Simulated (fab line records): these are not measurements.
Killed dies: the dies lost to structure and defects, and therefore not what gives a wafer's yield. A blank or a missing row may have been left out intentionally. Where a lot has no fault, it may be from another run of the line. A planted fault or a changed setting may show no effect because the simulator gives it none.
8D (eight disciplines) problem report, filled in by code -- flow nand_harc -- the parts of the form that need people (team, actions taken, sign-off) are left out

== 1. WHAT IS WRONG ==
Mean of cd_nm at NHARC_A_M0_CD_MEAS_09: 93.9 nm across 6 wafers in 2 lots; on wafers with no fault it is 80.3 nm (standard deviation 0.79). That puts it +17 standard deviations away from the usual mean.
The step: target cd 80 nm.
First seen on wafer L426.2, day 19 21:37, on cd_sem-03. Wafers with a number at this step in the record: 42, from 14 lots. Rule for "out" (also "out of limits"): further than 4 standard deviations from the usual mean. Any other wafer with a number is counted as sound.

== 2. WHAT IT IS, WHAT IT ISN'T ==
question,is,is not
which readings at this step,cd_nm,-
which lots,"L426, L427","L416, L418, L419, L420, L421, L431, L432, L435, L436, L437, L438, L439"
which wafers of those lots,all that have a number,-
read on which gauges,"cd_sem-02, cd_sem-03",cd_sem-01
when,from day 19 21:37,"up to then (15 sound wafers); but 21 sound wafers of L431, L432, L435, L436, L437, L438, L439 came after"

== 3. WHAT RULES OUT EACH SUSPECT ==
Counting: a tool stays on the suspect list if, at a process step up to the reading, it processed all lots that are out and no sound lot following the first of them.
- the gauge at NHARC_A_M0_CD_MEAS_09 is ruled out. The wafers that are out were read on 2 gauges (cd_sem-02, cd_sem-03).
- litho_track-06 at NHARC_A_M0_PEB_07 (peb time 65 s): ruled out as a lasting fault. The sound lots L439 went through it after L426, its earliest lot that is out (day 19 21:31).
Left after counting: nothing in the record.

== 4. THE CAUSE (what the simulator had put in) ==
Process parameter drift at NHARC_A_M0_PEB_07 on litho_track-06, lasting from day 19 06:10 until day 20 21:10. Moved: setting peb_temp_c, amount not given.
Counting ruled it out, wrongly: the rule takes a fault to strike every lot that its tool runs from its start on, and this one did not.

== 5. SEQUENCE OF EFFECTS, ordered by route ==
Rows list readings where the struck wafers' mean (over those with a number) sits beyond 3 standard deviations from the usual. Readings are gone through only where the record gives a usual standard deviation; hours: the median, over the lots, of the time from a lot's start at the first step in this table giving one to that lot's start at this step; sigmas: the change measured in usual standard deviations.
hours,step,reading,usual,on struck wafers,change,sigmas
0,NHARC_A_M0_PEB_07,heater_power_total_W,156.6 W,165.8,+9.2,+22
0,NHARC_A_M0_PEB_07,plate_temp_C,100.01 C,104.16,+4.15,+28
0,NHARC_A_M0_CD_MEAS_09,cd_nm,80.3 nm,93.9,+13.6,+17
1,NHARC_A_M0_CD_MEAS_16,cd_nm,80.5 nm,93.4,+12.9,+13
Its process steps:
- NHARC_A_M0_PEB_07: peb time 65 s.

== 6. WHAT WOULD HAVE CAUGHT IT SOONER ==
In this record the first reading out of limits at a measuring or inspecting step was taken at day 19 21:37, 15 hours after the fault began at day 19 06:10.
Tool's own readings at NHARC_A_M0_PEB_07, heater_power_total_W, plate_temp_C: out on all struck wafers the step has rows for; an alarm limit on them would have tripped on the first.
